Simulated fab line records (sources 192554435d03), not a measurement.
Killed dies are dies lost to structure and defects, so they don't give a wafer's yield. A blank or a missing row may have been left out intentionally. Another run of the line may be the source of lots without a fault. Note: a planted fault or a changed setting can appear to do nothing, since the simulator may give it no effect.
The tool behind it: which one? -- flow n5 finfet -- 11 lots with 33 wafers sampled at 4 steps, on a route of 1938 steps

== WHAT THE GAUGES SHOWED, per wafer ==
N5_BEOL_M5_OVL_MEAS_12. Usual: M5_OVL gives -0.3 nm (standard deviation 0.68).
lot,measured,on,M5_OVL (nm),flag
L183,day 8 10:55,overlay-01,0.0 -0.5 -1.3,
L185,day 8 13:54,overlay-01,-1.1 0.1 -0.7,
L186,day 9 00:56,overlay-02,-0.2 0.4 -0.4,
L188,day 9 13:32,overlay-01,0.1 -0.6 1.1,
L194,day 11 10:43,overlay-01,6.6 7.2 6.0,OFF
L195,day 11 14:15,overlay-01,7.1 7.2 6.9,OFF
L196,day 11 16:45,overlay-02,7.9 6.6 7.6,OFF
L200,day 11 19:20,overlay-01,-0.3 0.2 -0.5,
L199,day 12 00:52,overlay-01,-0.4 0.1 0.0,
L201,day 12 20:55,overlay-01,0.4 -0.1 -0.3,
L206,day 14 00:55,overlay-02,-1.3 -1.5 -1.2,

== WHAT TOOL EACH LOT RAN ON (gives the tool, then ch and the chambers of the sampled wafers, and finally the start) ==
lot,N5_BEOL_M4_PRE_CLEAN_60,N5_BEOL_M5_PECVD_70,N5_BEOL_M5_EXPOSE_08
L183,"cvd co-02 ch 0,1,2, day 8 07:40","pecvd-04 ch 0,1, day 8 09:32","euv scanner-02 ch 0, day 8 10:46"
L185,"cvd co-02 ch 0,2, day 8 10:41","pecvd-04 ch 0,1,2, day 8 12:32","euv scanner-02 ch 0, day 8 13:44"
L186,"cvd co-02 ch 0,1,2, day 8 21:34","pecvd-02 ch 0,1,2, day 8 23:25","euv scanner-01 ch 0, day 9 00:46"
L188,"cvd co-01 ch 0,2, day 9 09:36","pecvd-04 ch 0,2, day 9 11:32","euv scanner-01 ch 0, day 9 13:22"
L194,"cvd co-02 ch 0,1,2, day 11 06:35","pecvd-04 ch 0,1, day 11 08:29","euv scanner-01 ch 0, day 11 10:33"
L195,"cvd co-01 ch 0,1,2, day 11 10:46","pecvd-04 ch 0,1, day 11 13:01","euv scanner-01 ch 0, day 11 14:05"
L196,"cvd co-01 ch 0,1,2, day 11 14:16","pecvd-03 ch 0,1, day 11 16:07","euv scanner-01 ch 0, day 11 16:35"
L200,"cvd co-01 ch 0,1,2, day 11 16:23","pecvd-04 ch 0,1, day 11 18:31","euv scanner-02 ch 0, day 11 19:10"
L199,"cvd co-01 ch 0,1,2, day 11 19:19","pecvd-03 ch 1,2, day 11 21:10","euv scanner-02 ch 0, day 12 00:42"
L201,"cvd co-01 ch 0,2, day 12 17:53","pecvd-04 ch 0,2, day 12 19:44","euv scanner-02 ch 0, day 12 20:45"
L206,"cvd co-02 ch 0,1, day 13 21:53","pecvd-04 ch 0,1,2, day 13 23:45","euv scanner-02 ch 0, day 14 00:45"
- N5_BEOL_M4_PRE_CLEAN_60: time 15 s.
- N5_BEOL_M5_PECVD_70: deposits SiO2 from TEOS/O2, target thk 16 nm, time 18 s.
- N5_BEOL_M5_EXPOSE_08: exposes mask M5, target cd 28 nm.

== WHAT THE TOOLS THEMSELVES READ (means of the sampled wafers that have a number; where no wafer has one, the mark that the record gives instead) ==
N5_BEOL_M4_PRE_CLEAN_60. Usual: heater power w at 81 W, with a standard deviation of 11.
lot,tool,heater power w (W),flag
L183,cvd co-02,82,
L185,cvd co-02,86,
L186,cvd co-02,83,
L188,cvd co-01,85,
L194,cvd co-02,84,
L195,cvd co-01,78,
L196,cvd co-01,78,
L200,cvd co-01,77,
L199,cvd co-01,77,
L201,cvd co-01,84,
L206,cvd co-02,75,

N5_BEOL_M5_PECVD_70. Usual: heater power w 635 W, standard deviation 80; showerhead plenum p Torr 8.79 Torr, standard deviation 0.072; throttle valve pct 22.7 %, standard deviation 0.95.
lot,tool,heater power w (W),showerhead plenum p Torr (Torr),throttle valve pct (%),flag
L183,pecvd-04,650,8.83,22.4,
L185,pecvd-04,647,8.77,22.5,
L186,pecvd-02,701,8.82,22.5,
L188,pecvd-04,653,8.72,23.0,
L194,pecvd-04,592,8.82,22.4,
L195,pecvd-04,611,8.83,22.3,
L196,pecvd-03,525,8.81,24.0,
L200,pecvd-04,638,8.76,22.7,
L199,pecvd-03,629,8.78,22.0,
L201,pecvd-04,678,8.71,23.2,
L206,pecvd-04,613,8.76,22.8,

N5_BEOL_M5_EXPOSE_08. Usual: focus offset nm at 0.0 nm, with a standard deviation of 0.52.
lot,tool,focus offset nm (nm),flag
L183,euv scanner-02,-1.0,
L185,euv scanner-02,0.0,
L186,euv scanner-01,0.4,
L188,euv scanner-01,-0.3,
L194,euv scanner-01,0.2,
L195,euv scanner-01,-0.3,
L196,euv scanner-01,0.1,
L200,euv scanner-02,-0.2,
L199,euv scanner-02,0.1,
L201,euv scanner-02,0.5,
L206,euv scanner-02,0.9,

== THE ANSWER, worked out from the rows above alone ==
Rule: a lot is off if the mean of its wafers that have a number lies more than 3 standard deviations from the usual mean. Also off: a lot with no number at a reading for which 4 or more lots have one. Any other lot the step has rows for is counted as sound. First the gauges in route order, then the tools' own readings, where a lot's mean is used as printed above. The first step at which some lot is off is used, and at that step the reading that is off furthest; a lot without a number counts as furthest.
Off: L194, L195, L196, at N5_BEOL_M5_OVL_MEAS_12 (M5_OVL).
A tool fits if, at a process step before that reading, it ran every lot that is off, and no sound lot after the first of them. Those tools and the gauges at N5_BEOL_M5_OVL_MEAS_12 are tried in the same way. One fits: euv scanner-01 at N5_BEOL_M5_EXPOSE_08. Its last sound lot is L188 (day 9 13:22), its first lot that is off L194 (day 11 10:33): a fault that began between those two fits.

== WHAT HAD BEEN PUT IN BY THE SIMULATOR ==
Scanner matching overlay: euv scanner-01, from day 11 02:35 on, at N5_BEOL_M5_EXPOSE_08. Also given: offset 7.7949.
Struck lots among those shown: L194, L195, L196. The same result came from the rule above.
